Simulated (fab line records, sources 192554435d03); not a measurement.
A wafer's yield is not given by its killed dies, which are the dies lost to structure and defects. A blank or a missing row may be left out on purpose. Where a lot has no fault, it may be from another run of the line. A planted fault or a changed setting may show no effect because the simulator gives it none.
Which tool was responsible? -- flow n5-finfet -- 24 lots, 72 wafers sampled, at 2 steps of a route of 1938

== WHAT EACH GAUGE READ, for each wafer ==
N5_BEOL_M0_SAQP_OVL_MEAS_41. Usual: for M0_CUT1_OVL the level is 0.2 nm and the standard deviation is 0.69.
lot,measured,on,M0_CUT1_OVL (nm),flag
L074,day 5 15:46,overlay-01,0.2 0.2 1.6,
L075,day 6 03:09,overlay-02,1.2 0.8 0.6,
L076,day 6 08:14,overlay-01,-0.4 0.2 0.5,
L077,day 6 12:08,overlay-01,0.3 0.0 0.0,
L078,day 6 18:38,overlay-01,0.7 0.8 0.2,
L079,day 6 20:50,overlay-02,0.7 0.5 -0.2,
L080,day 7 07:44,overlay-02,0.5 -0.2 0.7,
L081,day 7 10:39,overlay-02,-0.4 -1.3 -1.1,
L082,day 7 18:08,overlay-02,-1.2 -0.5 -0.6,
L084,day 8 02:49,overlay-01,0.9 0.1 0.0,
L083,day 8 05:01,overlay-02,-1.4 1.1 0.2,
L085,day 8 11:20,overlay-02,-0.3 -0.2 0.8,
L086,day 8 15:58,overlay-01,0.4 -0.3 0.0,
L087,day 8 19:44,overlay-02,1.4 0.5 1.1,
L088,day 9 01:55,overlay-02,1.0 -0.6 -0.1,
L089,day 9 11:14,overlay-01,-1.0 0.0 -0.1,
L090,day 9 14:19,overlay-01,1.1 0.9 1.1,
L091,day 9 20:31,overlay-02,0.1 0.4 0.0,
L092,day 10 08:05,overlay-01,-0.9 -0.5 0.1,
L093,day 10 12:07,overlay-01,-0.7 -0.6 -0.8,
L094,day 10 15:47,overlay-01,1.0 0.9 1.0,
L095,day 10 23:23,overlay-01,0.4 0.1 0.4,
L096,day 11 03:54,overlay-01,0.0 -0.6 0.7,
L097,day 11 08:20,overlay-02,0.0 0.8 0.9,

N5_BEOL_M0_SAQP_INSPECT_42: inspects for defects (brightfield). Usual: 304 for raw-defect-count, sd 86.
lot,measured,on,raw-defect-count,flag
L074,day 5 15:49,defect-inspect-02,377 631 325,
L075,day 6 03:13,defect-inspect-02,269 299 297,
L076,day 6 08:17,defect-inspect-01,400 275 293,
L077,day 6 12:11,defect-inspect-02,339 247 235,
L078,day 6 18:41,defect-inspect-02,293 357 208,
L079,day 6 20:53,defect-inspect-01,380 456 447,
L080,day 7 07:47,defect-inspect-01,239 394 241,
L081,day 7 10:43,defect-inspect-01,247 376 178,
L082,day 7 18:11,defect-inspect-01,258 307 311,
L084,day 8 02:52,defect-inspect-02,276 294 362,
L083,day 8 05:04,defect-inspect-01,292 598 373,
L085,day 8 11:23,defect-inspect-02,181 257 287,
L086,day 8 16:01,defect-inspect-02,478 324 472,
L087,day 8 19:48,defect-inspect-02,327 197 359,
L088,day 9 01:59,defect-inspect-02,214 259 212,
L089,day 9 11:17,defect-inspect-01,344 210 403,
L090,day 9 14:23,defect-inspect-01,277 220 184,
L091,day 9 20:34,defect-inspect-01,169 273 297,
L092,day 10 08:07,defect-inspect-01,386 353 296,
L093,day 10 12:10,defect-inspect-02,274 204 335,
L094,day 10 15:50,defect-inspect-02,159 214 298,
L095,day 10 23:26,defect-inspect-02,179 325 266,
L096,day 11 03:58,defect-inspect-01,335 340 233,
L097,day 11 08:24,defect-inspect-01,247 263 403,

== WHAT TOOL EACH LOT RAN ON (gives the tool, then ch and the chambers of the sampled wafers, and finally the start) ==
The record holds no process step before these readings.

== WHAT THE TOOLS THEMSELVES READ (means of the sampled wafers that have a number; where no wafer has one, the mark that the record gives instead) ==
The record holds no such reading with a usual standard deviation.

== THE ANSWER, worked out from the rows above alone ==
Rule: take the mean of a lot's wafers that have a number; if it is more than 3 standard deviations from the usual mean, the lot is off. A lot without any number at a reading at which 4 lots or more have one is off too. All remaining lots with rows at the step are treated as sound. The gauges are gone through in route order, then the tools' own readings, and for those a lot's mean is taken as printed above. At the first step where some lot is off, the reading lying furthest off is the one used; lots without a number count as furthest.
Nothing can be told from this: no lot is off at any reading shown.

== WHAT THE SIMULATOR HAD INSERTED ==
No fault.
